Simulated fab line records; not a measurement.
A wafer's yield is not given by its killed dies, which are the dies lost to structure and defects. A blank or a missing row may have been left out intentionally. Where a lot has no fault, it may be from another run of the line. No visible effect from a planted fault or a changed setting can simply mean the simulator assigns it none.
fab line records	flow nand-harc	part 1 of 2: steps 1 to 25 of 37
[record] lots = 5	wafers = 15	last-day = 30
route steps=1302 shown A_CONTACT@1102 A_BLC@1107 A_M0@1137
lots that met no fault: from a run of the same line without faults
start-h: hours from the record's opening day to when the first of the lot's shown wafers began	wait-h: hours from the lot's prior step to this one	" unchanged from the row above	L1.1+2: a single row standing in for several wafers	- no value, or no start was given	* or withheld: withheld	< > ~ a bound
route shown NAME@n: names a module that has steps shown in the file, with the first one's number in the route	usual: average and standard deviation across the fault-free wafers	same: alike in all rows	chamber/n: place in a boat	sites: readings site by site	_std_site: the values' standard deviation	_edge_site: the outer-site mean with the inner-site mean subtracted	radius-mm: for every site, how far away it sits from the centre of the wafer	mask NAME#n: copy n	behind: tool/chamber where the wafer was last shaped	hold: cause of the lot's hold/its duration in hours/its outcome	device: the n, p or np transistor that did not switch	end of line: at the end of the route, the tests of the same wafers	a step with no rows: only its recipe	killed: at the first sort, the dies lost to defects and structure; wafer yield is something else	map: a wafer's dies, x killed, . not, _ none there
set.NAME: the run value of the setting; set.NAME@STEP: its run value at that earlier step	model.NAME: the simulator's own value behind a step, which no gauge read
lots at some steps of the route; a table a step, a row a wafer
services: when a tool's chamber went out of use (start-h, in hours from the record's first day, below 0 if earlier), for how many hours, and the reason
[[steps]]
[step NHARC_A_CONTACT_CVD_19]
[recipe] target-thk-a = 3000	temp-c = 300	pressure-torr = 40	wf6-flow-sccm = 40	h2-flow-sccm = 1600	ar-flow-sccm = 1560	time-s = 802	material = W
[usual] heater-power-outer-w = 246/23	heater-power-w = 435/25	throttle-valve-pct = 8.1/0.31
lot.wafer	tool	chamber	start-h	wait-h	heater-power-outer-w	heater-power-w	since-wet-clean-h	throttle-valve-pct
L074.1	cvd-w-01	1	-	-	260	455	131	8.4
L074.4	"	0	"	"	239	455	-	8.0
L074.3	"	1	"	"	253	441	-	8.0
L078.3	cvd-w-02	0	-	-	215	406	-	8.5
L078.4	"	0	"	"	215	392	-	8.1
L078.6	"	0	"	"	205	406	-	8.0
L077.2	cvd-w-02	1	557.39	-	268	432	94	8.6
L077.1	"	0	"	"	210	399	95	7.9
L077.3	"	1	"	"	267	443	-	8.5
L083.1	cvd-w-01	1	-	-	249	448	52	8.3
L083.4	"	1	"	"	261	447	-	8.2
L083.6	"	1	"	"	255	443	-	8.2
L091.1	cvd-w-02	1	-	-	284	472	38	8.3
L091.3	"	0	"	"	221	396	-	8.2
L091.4	"	1	"	"	291	474	-	8.2
[step NHARC_A_CONTACT_CMP_20]
[recipe] t-overpolish-s = 30	target-thk-nm = 300
[usual] motor-current-A = 12.1/1.2	overpolish-run-s = 30.000/0.011	time-to-endpoint-s = 59/3.4
lot.wafer	tool	chamber	start-h	wait-h	motor-current-A	overpolish-run-s	time-to-endpoint-s
L074.3	cmp-02	3	510.98	0.4	12.1	29.997	55
L074.4	"	0	"	"	11.5	30.007	55
L074.1	"	1	"	"	12.8	30.005	66
L078.3	cmp-03	2	553.25	0.9	11.3	29.991	53
L078.4	"	0	"	"	12.4	30.000	60
L078.6	"	3	"	"	13.4	29.996	56
L077.3	cmp-03	3	558.26	0.5	12.8	30.001	63
L077.2	"	1	"	"	12.7	30.000	61
L077.1	"	2	"	"	11.2	29.995	55
L083.4	cmp-03	3	612.41	0.4	13.7	29.998	55
L083.1	"	0	"	"	11.9	30.011	56
L083.6	"	1	"	"	13.1	30.001	56
L091.1	cmp-04	2	682.65	0.7	12.8	30.009	61
L091.3	"	3	"	"	14.0	29.999	61
L091.4	"	0	"	"	12.0	30.002	60
[step NHARC_A_CONTACT_SRD_22]
lot.wafer	tool	chamber	start-h	wait-h
L074.1+4+3	wet-bench-06	6,7,0	511.28	0.0
L078.4+3+6	wet-bench-09	6,0,1	553.58	0.0
L077.2+1+3	wet-bench-09	6,1,3	558.58	0.0
L083.6+1+4	wet-bench-06	4,6,7	612.69	0.0
L091.3+4+1	wet-bench-02	7,0,3	682.95	0.0
[step NHARC_A_CONTACT_INSPECT_23]
[usual] raw-defect-count = 537/160
lot.wafer	tool	chamber	start-h	wait-h	raw-defect-count
L074.1	defect-inspect-01	-	511.36	0.1	565
L074.3	"	-	"	"	487
L074.4	"	-	"	"	416
L078.3	defect-inspect-01	-	553.66	0.1	313
L078.4	"	-	"	"	619
L078.6	"	-	"	"	593
L077.1	defect-inspect-01	-	558.67	0.1	762
L077.2	"	-	"	"	553
L077.3	"	-	"	"	502
L083.1	defect-inspect-01	-	612.76	0.1	627
L083.4	"	-	"	"	504
L083.6	"	-	"	"	424
L091.1	defect-inspect-01	-	683.02	0.1	353
L091.3	"	-	"	"	420
L091.4	"	-	"	"	378
[step NHARC_A_BLC_DEHYDRATE_00]
[recipe] temp-c = 150	time-s = 120
lot.wafer	tool	chamber	start-h	wait-h
L074.1+3+4	litho-track-04	0	511.41	0.1
L078.3+4+6	litho-track-06	0	553.71	0.1
L077.1+2+3	litho-track-06	0	558.72	0.1
L083.1+4+6	litho-track-04	0	612.82	0.1
L091.1+3+4	litho-track-04	0	683.08	0.1
[step NHARC_A_BLC_HMDS_01]
[recipe] time-s = 30
lot.wafer	tool	chamber	start-h	wait-h
L074.1+3+4	litho-track-04	0	-	-
L078.3+4+6	litho-track-06	0	-	-
L077.1+2+3	litho-track-06	0	-	-
L083.1+4+6	litho-track-04	0	-	-
L091.1+3+4	litho-track-04	0	-	-
[step NHARC_A_BLC_COAT_02]
[recipe] temp-c = 260	time-s = 75
lot.wafer	tool	chamber	start-h	wait-h
L074.1+3+4	litho-track-04	0	-	-
L078.3+4+6	litho-track-06	0	-	-
L077.1+2+3	litho-track-06	0	-	-
L083.1+4+6	litho-track-04	0	-	-
L091.1+3+4	litho-track-04	0	-	-
[step NHARC_A_BLC_COAT_03]
[recipe] temp-c = 225	time-s = 65
lot.wafer	tool	chamber	start-h	wait-h
L074.1+3+4	litho-track-04	0	-	-
L078.3+4+6	litho-track-06	0	-	-
L077.1+2+3	litho-track-06	0	-	-
L083.1+4+6	litho-track-04	0	-	-
L091.1+3+4	litho-track-04	0	-	-
[step NHARC_A_BLC_COAT_04]
[recipe] spin-rpm = 1500	resist-thk-nm = 90
[usual] dispense-pressure-kPa = 52.1/2.5
lot.wafer	tool	chamber	start-h	wait-h	dispense-pressure-kPa
L074.1	litho-track-04	0	-	-	54.1
L074.3	"	0	"	"	54.2
L074.4	"	0	"	"	54.1
L078.3	litho-track-06	0	-	-	48.5
L078.4	"	0	"	"	48.5
L078.6	"	0	"	"	48.5
L077.1	litho-track-06	0	-	-	48.5
L077.2	"	0	"	"	48.5
L077.3	"	0	"	"	48.5
L083.1	litho-track-04	0	-	-	54.2
L083.4	"	0	"	"	54.1
L083.6	"	0	"	"	54.2
L091.1	litho-track-04	0	-	-	54.2
L091.3	"	0	"	"	54.1
L091.4	"	0	"	"	54.1
[step NHARC_A_BLC_SOFTBAKE_05]
[recipe] temp-c = 105	time-s = 55
lot.wafer	tool	chamber	start-h	wait-h
L074.1+3+4	litho-track-04	0	-	-
L078.3+4+6	litho-track-06	0	-	-
L077.1+2+3	litho-track-06	0	-	-
L083.1+4+6	litho-track-04	0	-	-
L091.1+3+4	litho-track-04	0	-	-
[step NHARC_A_BLC_EBR_06]
lot.wafer	tool	chamber	start-h	wait-h
L074.1+3+4	litho-track-04	0	-	-
L078.3+4+6	litho-track-06	0	-	-
L077.1+2+3	litho-track-06	0	-	-
L083.1+4+6	litho-track-04	0	-	-
L091.1+3+4	litho-track-04	0	-	-
[step NHARC_A_BLC_EXPOSE_07]
[recipe] na = 1.35	target-cd-nm = 100	dose-mj = 67.97	mask-id = A_BLC
[usual] exposure-dose-mJ-cm2 = 67.90/0.076	focus-offset-nm = -0.1/0.57	stage-vel-mm-s = 499.99/0.27
lot.wafer	tool	chamber	start-h	wait-h	mask	exposure-dose-mJ-cm2	focus-offset-nm	stage-vel-mm-s
L074.1	arfi-scanner-01	0	511.72	-	A_BLC#0	67.95	0.1	499.92
L074.3	"	0	"	"	A_BLC#0	68.01	-0.9	499.66
L074.4	"	0	"	"	A_BLC#0	67.80	-0.4	500.42
L078.3	arfi-scanner-02	0	553.91	-	A_BLC#0	67.70	0.9	500.25
L078.4	"	0	"	"	A_BLC#0	67.87	0.7	499.99
L078.6	"	0	"	"	A_BLC#0	67.82	0.7	500.37
L077.1	arfi-scanner-02	0	559.03	-	A_BLC#0	67.93	-0.4	499.60
L077.2	"	0	"	"	A_BLC#0	68.00	-0.5	499.79
L077.3	"	0	"	"	A_BLC#0	67.93	-0.1	499.65
L083.1	arfi-scanner-02	0	613.13	-	A_BLC#0	67.88	-1.0	500.07
L083.4	"	0	"	"	A_BLC#0	67.99	-0.4	500.04
L083.6	"	0	"	"	A_BLC#0	67.97	-1.5	499.64
L091.1	arfi-scanner-01	0	683.39	-	A_BLC#0	67.97	0.7	500.00
L091.3	"	0	"	"	A_BLC#0	67.91	-1.1	499.69
L091.4	"	0	"	"	A_BLC#0	67.84	0.1	500.20
[step NHARC_A_BLC_PEB_08]
[recipe] peb-temp-c = 100	peb-time-s = 65
lot.wafer	tool	chamber	start-h	wait-h
L074.1+3+4	litho-track-04	0	511.79	0.1
L078.3+4+6	litho-track-06	0	553.96	0.0
L077.1+2+3	litho-track-06	0	559.09	0.1
L083.1+4+6	litho-track-01	0	613.19	0.1
L091.1+3+4	litho-track-06	0	683.45	0.1
[step NHARC_A_BLC_DEVELOP_09]
[recipe] develop-time-s = 35	dev-temp-c = 23
[usual] developer-temp-C = 22.99/0.12
lot.wafer	tool	chamber	start-h	wait-h	developer-temp-C
L074.1	litho-track-04	0	-	-	22.96
L074.3	"	0	"	"	23.05
L074.4	"	0	"	"	23.09
L078.3	litho-track-06	0	-	-	23.26
L078.4	"	0	"	"	23.15
L078.6	"	0	"	"	23.28
L077.1	litho-track-06	0	-	-	23.11
L077.2	"	0	"	"	23.07
L077.3	"	0	"	"	23.14
L083.1	litho-track-01	0	-	-	22.83
L083.4	"	0	"	"	22.95
L083.6	"	0	"	"	22.72
L091.1	litho-track-06	0	-	-	23.06
L091.3	"	0	"	"	22.99
L091.4	"	0	"	"	22.98
[step NHARC_A_BLC_CD_MEAS_10]
[recipe] target-cd-nm = 100	landing-energy-ev = 500
[usual] cd-nm = 100.1/0.54
lot.wafer	tool	chamber	start-h	wait-h	cd-nm
L074.1	cd-sem-02	0	511.87	-	99.5
L074.3	"	0	"	"	99.5
L074.4	"	0	"	"	99.8
L078.3	cd-sem-01	0	554.05	-	100.1
L078.4	"	0	"	"	99.9
L078.6	"	0	"	"	99.4
L077.1	cd-sem-03	0	559.17	-	99.9
L077.2	"	0	"	"	100.6
L077.3	"	0	"	"	100.4
L083.1	cd-sem-02	0	613.27	-	100.7
L083.4	"	0	"	"	100.3
L083.6	"	0	"	"	100.2
L091.1	cd-sem-01	0	683.53	-	100.0
L091.3	"	0	"	"	99.8
L091.4	"	0	"	"	99.9
[step NHARC_A_BLC_OVL_MEAS_11]
[usual] overlay-x-nm = -0.1/0.9	overlay-y-nm = 0.2/0.74
lot.wafer	tool	chamber	start-h	wait-h	overlay-x-nm	overlay-y-nm
L074.1	overlay-02	-	511.96	-	0.7	-0.1
L074.3	"	-	"	"	0.6	-0.5
L074.4	"	-	"	"	0.7	-0.1
L078.3	overlay-01	-	554.13	-	-0.4	-0.2
L078.4	"	-	"	"	-0.2	0.0
L078.6	"	-	"	"	-0.5	0.0
L077.1	overlay-02	-	559.26	-	0.4	0.2
L077.2	"	-	"	"	-0.1	0.1
L077.3	"	-	"	"	0.2	0.1
L083.1	overlay-02	-	613.36	-	0.9	0.8
L083.4	"	-	"	"	0.8	0.0
L083.6	"	-	"	"	1.2	0.5
L091.1	overlay-02	-	683.62	-	-0.9	-0.3
L091.3	"	-	"	"	-0.7	0.0
L091.4	"	-	"	"	-0.6	-0.5
[step NHARC_A_BLC_INSPECT_12]
[usual] raw-defect-count = 86/39
lot.wafer	tool	chamber	start-h	wait-h	raw-defect-count
L074.1	defect-inspect-02	-	511.99	0.0	111
L074.3	"	-	"	"	101
L074.4	"	-	"	"	102
L078.3	defect-inspect-02	-	554.17	0.0	21
L078.4	"	-	"	"	26
L078.6	"	-	"	"	20
L077.1	defect-inspect-01	-	559.30	0.0	23
L077.2	"	-	"	"	21
L077.3	"	-	"	"	21
L083.1	defect-inspect-01	-	613.40	0.0	136
L083.4	"	-	"	"	139
L083.6	"	-	"	"	122
L091.1	defect-inspect-01	-	683.65	0.0	80
L091.3	"	-	"	"	77
L091.4	"	-	"	"	81
[step NHARC_A_BLC_DESCUM_15]
[recipe] time-s = 3	o2-flow-sccm = 200	ar-flow-sccm = 0	bias-power-w = 0	chemistry = O2
[usual] drypump-motor-current-A = 5.6/0.38	oes-product-au = 1.005/0.012	rf-vpp-V = 57.8/0.88	showerhead-plenum-p-Torr = 1.93/0.1	throttle-valve-pct = 11.311/0.0087
lot.wafer	tool	chamber	start-h	wait-h	drypump-motor-current-A	oes-product-au	rf-hours-counter-h	rf-vpp-V	showerhead-plenum-p-Torr	throttle-valve-pct
L074.4	rie-diel-04	3	512.05	0.1	5.5	1.000	8	57.1	1.78	11.322
L074.1	"	0	"	"	5.5	0.998	10	57.1	1.91	11.323
L074.3	"	2	"	"	6.3	1.026	8	58.5	2.04	11.311
L078.4	rie-diel-09	3	554.23	0.1	6.0	1.005	5	56.1	1.99	11.298
L078.3	"	1	"	"	6.1	1.011	4	56.0	1.77	11.312
L078.6	"	0	"	"	5.4	1.007	-	57.5	2.05	11.308
L077.2	rie-diel-04	0	559.36	0.1	5.5	0.988	0	57.8	1.91	11.297
L077.1	"	1	"	"	5.3	1.010	1	56.0	1.90	11.308
L077.3	"	3	"	"	5.5	1.008	1	57.4	1.77	11.312
L083.1	rie-diel-04	3	613.46	0.1	5.5	1.011	4	57.7	1.77	11.312
L083.4	"	1	"	"	5.3	0.995	4	57.2	1.90	11.317
L083.6	"	0	"	"	5.5	0.986	-	57.4	1.91	11.313
L091.3	rie-diel-09	1	683.71	0.1	6.1	0.991	0	56.8	1.77	11.288
L091.1	"	2	"	"	5.1	1.003	0	58.5	1.98	11.317
L091.4	"	0	"	"	5.4	1.006	0	56.8	2.04	11.311
[step NHARC_A_BLC_ETCH_16]
[recipe] target-depth-a = 390	over-etch-frac = 0.3	time-s = 65	ion-energy-ev = 80	cf4-flow-sccm = 150	ar-flow-sccm = 0	rf-w = 300	bias-w = 100	chemistry = CF4
[usual] drypump-motor-current-A = 5.6/0.39	oes-product-au = 1.002/0.012	rf-vpp-V = 151.5/1.3	showerhead-plenum-p-Torr = 1.79/0.082	throttle-valve-pct = 13.284/0.0091
lot.wafer	tool	chamber	start-h	wait-h	drypump-motor-current-A	oes-product-au	rf-hours-counter-h	rf-vpp-V	showerhead-plenum-p-Torr	throttle-valve-pct
L074.4	rie-diel-04	1	512.14	0.1	5.2	1.033	9	151.3	1.76	13.293
L074.1	"	2	"	"	6.2	1.015	8	152.6	1.88	13.292
L074.3	"	0	"	"	5.5	1.016	10	152.2	1.76	13.284
L078.3	rie-diel-09	0	554.31	0.1	5.4	0.994	5	154.7	1.88	13.274
L078.4	"	1	"	"	6.1	1.005	4	149.7	1.65	13.269
L078.6	"	1	"	"	6.0	1.012	-	150.3	1.65	13.280
L077.2	rie-diel-04	0	559.44	0.1	5.5	0.990	0	152.1	1.76	13.287
L077.1	"	1	"	"	5.2	1.011	1	150.8	1.76	13.279
L077.3	"	2	"	"	6.3	1.012	1	151.9	1.88	13.295
L083.4	rie-diel-04	0	613.54	0.1	5.5	0.969	3	150.1	1.76	13.295
L083.1	"	3	"	"	5.5	0.996	4	148.6	1.65	13.283
L083.6	"	0	"	"	5.5	0.975	-	151.3	1.76	13.287
L091.1	rie-diel-09	3	683.80	0.1	6.0	0.994	0	153.8	1.83	13.287
L091.4	"	1	"	"	6.1	1.000	0	149.5	1.65	13.282
L091.3	"	2	"	"	5.1	0.999	0	152.4	1.83	13.275
[step NHARC_A_BLC_ETCH_17]
[recipe] target-depth-a = 3900	over-etch-frac = 0.25	time-s = 609.38	ion-energy-ev = 200	n2-flow-sccm = 150	h2-flow-sccm = 150	ar-flow-sccm = 0	rf-w = 400	bias-w = 150	chemistry = N2/H2
[usual] drypump-motor-current-A = 5.6/0.39	oes-product-au = 1.006/0.011	rf-vpp-V = 431/3	showerhead-plenum-p-Torr = 2.06/0.11	throttle-valve-pct = 14.171/0.0089
lot.wafer	tool	chamber	start-h	wait-h	drypump-motor-current-A	oes-product-au	rf-hours-counter-h	rf-vpp-V	showerhead-plenum-p-Torr	throttle-valve-pct
L074.3	rie-diel-04	1	-	-	5.3	1.017	9	430	2.03	14.174
L074.4	"	2	"	"	6.3	1.023	8	435	2.18	14.153
L074.1	"	3	"	"	5.5	1.000	8	426	1.89	14.190
L078.3	rie-diel-09	0	-	-	5.4	1.008	5	434	2.18	14.168
L078.4	"	2	"	"	5.1	1.003	5	433	2.12	14.174
L078.6	"	3	"	"	6.0	1.012	-	432	2.12	14.171
L077.2	rie-diel-04	1	-	-	5.3	1.017	1	430	2.03	14.170
L077.1	"	2	"	"	6.2	1.004	1	435	2.18	14.172
L077.3	"	3	"	"	5.6	1.021	1	426	1.89	14.170
L083.4	rie-diel-04	0	-	-	5.5	0.979	3	430	2.03	14.173
L083.1	"	1	"	"	5.3	0.993	4	431	2.02	14.176
L083.6	"	3	"	"	5.6	1.020	-	426	1.89	14.173
L091.1	rie-diel-09	0	-	-	5.4	1.015	0	435	2.18	14.167
L091.4	"	1	"	"	6.0	1.002	0	427	1.88	14.177
L091.3	"	2	"	"	5.1	1.005	0	432	2.12	14.172
[step NHARC_A_BLC_ETCH_18]
[recipe] target-depth-a = 9100	c4f8-flow-sccm = 20	o2-flow-sccm = 10	ar-flow-sccm = withheld	rf-w = 600	bias-w = 1500	chemistry = C4F8/O2/Ar
[usual] oes-product-au = 0.955/0.023	rf-vpp-V = 979/6.7
lot.wafer	tool	chamber	start-h	wait-h	oes-product-au	rf-hours-counter-h	rf-vpp-V
L074.1	rie-diel-04	0	-	-	0.920	10	978
L074.3	"	1	"	"	0.943	9	978
L074.4	"	3	"	"	0.928	8	969
L078.4	rie-diel-09	2	-	-	0.934	5	983
L078.3	"	3	"	"	0.935	5	984
L078.6	"	3	"	"	0.925	-	982
L077.3	rie-diel-04	1	-	-	0.972	1	977
L077.2	"	2	"	"	0.992	1	986
L077.1	"	0	"	"	0.964	1	978
L083.1	rie-diel-04	0	-	-	0.946	3	978
L083.4	"	1	"	"	0.981	4	978
L083.6	"	3	"	"	0.979	-	969
L091.3	rie-diel-09	0	-	-	0.996	0	986
L091.4	"	1	"	"	0.965	0	968
L091.1	"	2	"	"	0.965	0	983
[step NHARC_A_BLC_CD_MEAS_19]
[usual] cd-nm = 99.8/2.3
lot.wafer	tool	chamber	start-h	wait-h	cd-nm
L074.1	cd-sem-03	-	513.02	-	99.6
L074.3	"	-	"	"	95.9
L074.4	"	-	"	"	99.7
L078.3	cd-sem-03	-	555.60	-	98.5
L078.4	"	-	"	"	99.5
L078.6	"	-	"	"	98.7
L077.1	cd-sem-03	-	560.32	-	98.7
L077.2	"	-	"	"	98.8
L077.3	"	-	"	"	99.6
L083.1	cd-sem-02	-	614.42	-	97.5
L083.4	"	-	"	"	101.0
L083.6	"	-	"	"	94.8
L091.1	cd-sem-01	-	684.67	-	97.9
L091.3	"	-	"	"	100.1
L091.4	"	-	"	"	95.0
[step NHARC_A_BLC_STRIP_29]
[recipe] cf4-flow-sccm = 150	ar-flow-sccm = 0	bias-w = 0	chemistry = CF4
[usual] drypump-motor-current-A = 5.7/0.4	oes-product-au = 1.004/0.011	rf-vpp-V = 59.4/0.82	showerhead-plenum-p-Torr = 1.78/0.086	throttle-valve-pct = 13.284/0.0088
lot.wafer	tool	chamber	start-h	wait-h	drypump-motor-current-A	oes-product-au	rf-hours-counter-h	rf-vpp-V	showerhead-plenum-p-Torr	throttle-valve-pct
L074.1	rie-diel-04	1	513.10	0.1	5.3	1.025	9	59.0	1.76	13.287
L074.4	"	3	"	"	5.5	1.006	8	58.9	1.65	13.276
L074.3	"	0	"	"	5.5	1.020	10	59.1	1.76	13.286
L078.4	rie-diel-09	3	555.69	0.1	6.0	1.021	6	60.4	1.83	13.275
L078.3	"	0	"	"	5.4	1.006	5	61.4	1.88	13.273
L078.6	"	1	"	"	6.0	1.018	-	59.0	1.65	13.286
L077.1	rie-diel-04	3	560.40	0.1	5.5	1.001	1	58.9	1.65	13.271
L077.3	"	1	"	"	5.3	0.997	2	58.6	1.76	13.276
L077.2	"	2	"	"	6.2	1.001	1	60.2	1.88	13.286
L083.1	rie-diel-09	0	614.50	0.1	5.4	1.013	11	60.2	1.88	13.290
L083.4	"	2	"	"	5.1	1.001	11	58.8	1.83	13.300
L083.6	"	0	"	"	5.4	0.999	-	60.8	1.88	13.287
L091.3	rie-diel-04	2	684.75	0.1	6.3	0.998	9	59.3	1.87	13.267
L091.1	"	0	"	"	5.5	0.986	9	59.5	1.76	13.269
L091.4	"	1	"	"	5.3	0.998	10	59.6	1.76	13.296
[step NHARC_A_BLC_STRIP_21]
[recipe] o2-flow-sccm = 500	ar-flow-sccm = 0	bias-w = 0	chemistry = O2
[usual] drypump-motor-current-A = 5.7/0.37	oes-product-au = 1.002/0.011	rf-vpp-V = 57.8/0.94	showerhead-plenum-p-Torr = 3.54/0.17	throttle-valve-pct = 17.036/0.0076
lot.wafer	tool	chamber	start-h	wait-h	drypump-motor-current-A	oes-product-au	rf-hours-counter-h	rf-vpp-V	showerhead-plenum-p-Torr	throttle-valve-pct
L074.1	rie-diel-04	0	513.20	0.1	5.5	1.000	10	56.8	3.52	17.024
L074.3	"	1	"	"	5.3	1.007	9	57.7	3.51	17.038
L074.4	"	3	"	"	5.5	1.003	8	58.2	3.29	17.046
L078.3	rie-diel-09	0	555.78	0.1	5.5	1.005	5	59.3	3.76	17.050
L078.4	"	2	"	"	5.1	0.992	5	58.6	3.66	17.033
L078.6	"	0	"	"	5.4	1.013	-	58.1	3.76	17.038
L077.1	rie-diel-04	3	560.50	0.1	5.5	1.002	1	57.7	3.29	17.019
L077.3	"	0	"	"	5.5	0.978	1	58.9	3.52	17.016
L077.2	"	1	"	"	5.3	1.003	2	58.2	3.51	17.036
L083.1	rie-diel-09	1	614.60	0.1	6.0	1.006	10	57.7	3.28	17.040
L083.4	"	0	"	"	5.4	1.007	11	57.3	3.75	17.038
L083.6	"	1	"	"	6.1	1.013	-	56.5	3.28	17.026
L091.1	rie-diel-04	2	684.86	0.1	6.2	0.980	9	57.8	3.74	17.042
L091.3	"	3	"	"	5.5	1.014	10	55.7	3.29	17.029
L091.4	"	1	"	"	5.3	0.990	10	58.3	3.50	17.035
[step NHARC_A_BLC_STRIP_22]
[recipe] time-s = 600	temp-c = 30	chemistry = post-etch-residue-remover
lot.wafer	tool	chamber	start-h	wait-h
L074.3+4+1	wet-bench-04	2,4,5	513.36	-
L078.6+4+3	wet-bench-01	7,0,3	555.93	-
L077.3+2+1	wet-bench-04	3,5,6	560.67	-
L083.4+6+1	wet-bench-03	1,4,5	614.76	-
L091.4+1+3	wet-bench-04	7,1,4	685.01	-
